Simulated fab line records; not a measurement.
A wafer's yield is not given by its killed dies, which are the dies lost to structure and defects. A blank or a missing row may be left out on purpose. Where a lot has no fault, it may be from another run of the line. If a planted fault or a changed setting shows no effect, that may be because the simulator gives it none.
A lot that was struck, set against a sound lot | flow n5 finfet | 29 out of 1938 route steps
Sound: these wafers, L814.1, L814.4, L814.5. Struck: wafer L832.2 (left out: L832.3, L832.4 of the same lot, which were not struck); the cause appears at the end.
Order at every step that has rows: each side's tool, ch and its chambers, its first start. Under that, the readings that differ: sound wafers | struck wafers | difference of the means | sigmas: that difference in standard deviations of wafers without a fault.
alike: same words and numbers on both sides, and readings whose means sit less than 2 such deviations apart. not compared: any withheld reading, any reading some wafer has no value for, any bound like >300 that may hide the same value, and any number with overlapping values for which the record gives no deviation.
A row with sigmas, a row that says differs or no value, or rows on one side alone: a step with any of these is where the two part. Non-overlapping numbers with no deviation appear without sigmas and do not part them. A reading missing from all wafers of one side parts the sides only when that side holds two or more wafers.

first, 9 steps without rows for these wafers: N5_BEOL_M1_COAT_73 (time 60 s, resist thk 5 nm); N5_BEOL_M1_COAT_05 (resist thk 30 nm); N5_BEOL_M1_EBR_07; N5_BEOL_M1_SOFTBAKE_06 (time 60 s); N5_BEOL_M1_EXPOSE_08 (exposes mask M1); N5_BEOL_M1_PEB_09 (peb time 60 s); N5_BEOL_M1_DEVELOP_10 (develop time 30 s); N5_BEOL_M1_DESCUM_16 (chemistry O2, time 7 s); N5_BEOL_M1_ETCH_74 (etches underlayer in N2/H2, target depth 6.5 nm, time 5.2 s).
N5_BEOL_M1_ETCH_63: etches SiARC in CF4, target depth 15.6 nm, time 26 s.
  sound on rie diel-03 ch 0,3, day 6 23:28; struck on rie diel-02 ch 2, day 11 12:23
  alike: drypump motor current A, etch rf on time s, oes product au, rf vpp V, showerhead plenum p Torr, throttle valve pct
  not compared: rf hours counter h
then, 15 steps without rows for these wafers: N5_BEOL_M1_ETCH_64 (etches SOC in N2/H2, target depth 75 nm, overetch 15 nm, time 112.5 s); N5_BEOL_M1_STRIP_65 (strips in N2/H2); N5_BEOL_M1_STRIP_75 (strips in N2/H2); N5_BEOL_M1_STRIP_66 (strips in CF4); N5_BEOL_M1_HM_OPEN_17 (chemistry Cl2/BCl3, target TiN, target depth 20 nm, overetch 6 nm); N5_BEOL_M1_STRIP_19 (strips in O2); N5_BEOL_M1_COAT_67 (time 60 s, resist thk 60 nm); N5_BEOL_M1_COAT_68 (time 60 s, resist thk 12 nm); N5_BEOL_M1_COAT_76 (time 60 s, resist thk 5 nm); N5_BEOL_M1_COAT_22 (resist thk 30 nm); N5_BEOL_M1_EBR_24; N5_BEOL_M1_SOFTBAKE_23 (time 60 s); N5_BEOL_M1_EXPOSE_25 (exposes mask V0, defocus 5 nm, target cd 24 nm); N5_BEOL_M1_PEB_26 (peb time 60 s); N5_BEOL_M1_DEVELOP_27 (develop time 30 s).
N5_BEOL_M1_INSPECT_30: inspects for defects (brightfield).
  sound on defect inspect-02, day 7 00:28; struck on defect inspect-01, day 11 13:25
  reading          | sound       | struck | difference | sigmas
  raw defect count | 452 441 450 | 1211   | +763       | +7
then, 1 step without rows for these wafers: N5_BEOL_M1_DESCUM_33 (chemistry O2, time 7 s).
-- here the record skips 2 days between the struck wafers' starts before and after, leaving off in module BEOL_M1 and picking up in module BEOL_M4 (first step shown: number 1111 of the route) --
N5_BEOL_M4_RC_MEAS_101:
  sound on prober-01 ch 0, day 9 04:15; struck on prober-02 ch 0, day 13 14:48
  reading       | sound             | struck | difference | sigmas
  ION_N (uA/um) | 673 693 694       | 665    | -22        | -2
  VT_N (mV)     | 246.2 243.1 243.2 | 250.7  | +6.5       | +2
  alike: DIBL_N, DIBL_P, IOFF_N, IOFF_P, ION_P, SS_N, SS_P, VT_P
-- the record jumps here: 5 days lie between the struck wafers' starts before and after (it left off in module BEOL_M4 and takes up again in module PASSIVATION, whose first step shown is number 1936 of the route) --
N5_PASSIVATION_PROBE_49:
  sound on prober-02, day 13 03:18; struck on prober-01, day 18 03:24
  reading                  | sound          | struck | difference | sigmas
  defect limited yield (%) | 90.7 93.1 91.8 | 80.6   | -11.3      | -8
  killed_at_M0_to_M3       | 31 27 39       | 163    | +131       | +14
  killed dies              | 110 81 97      | 229    | +133       | +8
  sort_bin_5_function (%)  | 4.7 3.9 5.2    | 10.9   | +6.3       | +6
  sort_bin_6_memory (%)    | 3.4 2.6 3.0    | 5.5    | +2.5       | +4
  sort n pass              | 1070 1099 1083 | 951    | -133       | -8
  sort yield pct (%)       | 90.7 93.1 91.8 | 80.6   | -11.3      | -8
  alike: killed_at_M4_up, killed at contacts, killed at front end, killed at other, killed open, killed short

## WHERE THEY PART
First at N5_BEOL_M1_INSPECT_30; last, within this record, at N5_PASSIVATION_PROBE_49.

WHY: what had been put in by the simulator
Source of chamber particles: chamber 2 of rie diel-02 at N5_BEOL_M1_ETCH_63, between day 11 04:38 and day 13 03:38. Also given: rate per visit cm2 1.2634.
